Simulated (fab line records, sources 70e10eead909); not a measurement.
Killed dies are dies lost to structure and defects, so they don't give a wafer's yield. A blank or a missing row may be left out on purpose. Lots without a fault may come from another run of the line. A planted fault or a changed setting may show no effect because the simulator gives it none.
Chamber matching | flow nand_harc | NHARC_P_CONTACT_ALD_22 on ald_metal-01: 4 sister chambers
The step deposits TiN, target thk 3 nm, pulse time 1 s, ald cycles 150. 8 wafers are shown with their chamber, then 8 later ones without.

WAFERS WITH THEIR CHAMBER
wafer  | chamber | heater_power_w (W) | precursor_pulse_height_rel
L082.6 | 0       | 1212               | 1.032
L086.1 | 2       | 1012               | 0.981
L086.3 | 3       | 1115               | 0.987
L086.4 | 0       | 1234               | 1.021
L088.2 | 3       | 1148               | 1.022
L088.4 | 1       | 1129               | 0.972
L088.5 | 1       | 1151               | 1.035
L090.1 | 2       | 1018               | 0.963

WAFERS WITHOUT THEIR CHAMBER
wafer  | heater_power_w (W) | precursor_pulse_height_rel
L090.3 | 1105               | 0.994
L090.4 | 1097               | 1.019
L091.2 | 1014               | 0.999
L091.3 | 1132               | 1.008
L091.6 | 1169               | 0.972
L096.2 | 1138               | 0.978
L096.4 | 1021               | 0.991
L096.6 | 1251               | 1.017

WHICH CHAMBER EACH WENT THROUGH
wafer  | from the rows above          | in truth
L090.3 | can't be placed: 3 or 1      | 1
L090.4 | can't be placed: 3 or 1      | 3
L091.2 | 2                            | 2
L091.3 | can't be placed: 3 or 1      | 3
L091.6 | can't be placed: 1 or 3 or 0 | 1
L096.2 | can't be placed: 1 or 3      | 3
L096.4 | 2                            | 2
L096.6 | 0                            | 0
Placed correctly: 3 of 8. Can't be placed from these rows: 5 (the true chamber is among the candidates in 5). Placed wrongly: 0.
How it was worked out, from the rows above alone: a wafer's distance from a chamber is the root of the sum, over the readings, of the square of ((its reading less the chamber's mean) divided by the reading's scatter). The wafer belongs to the nearest chamber; if the next one is less than 2 further off, it can't be placed. A chamber's mean is the mean of its shown wafers. The scatter: the root of (the sum of the squares of (reading less its chamber's mean) over the shown wafers, divided by (wafers less chambers)).
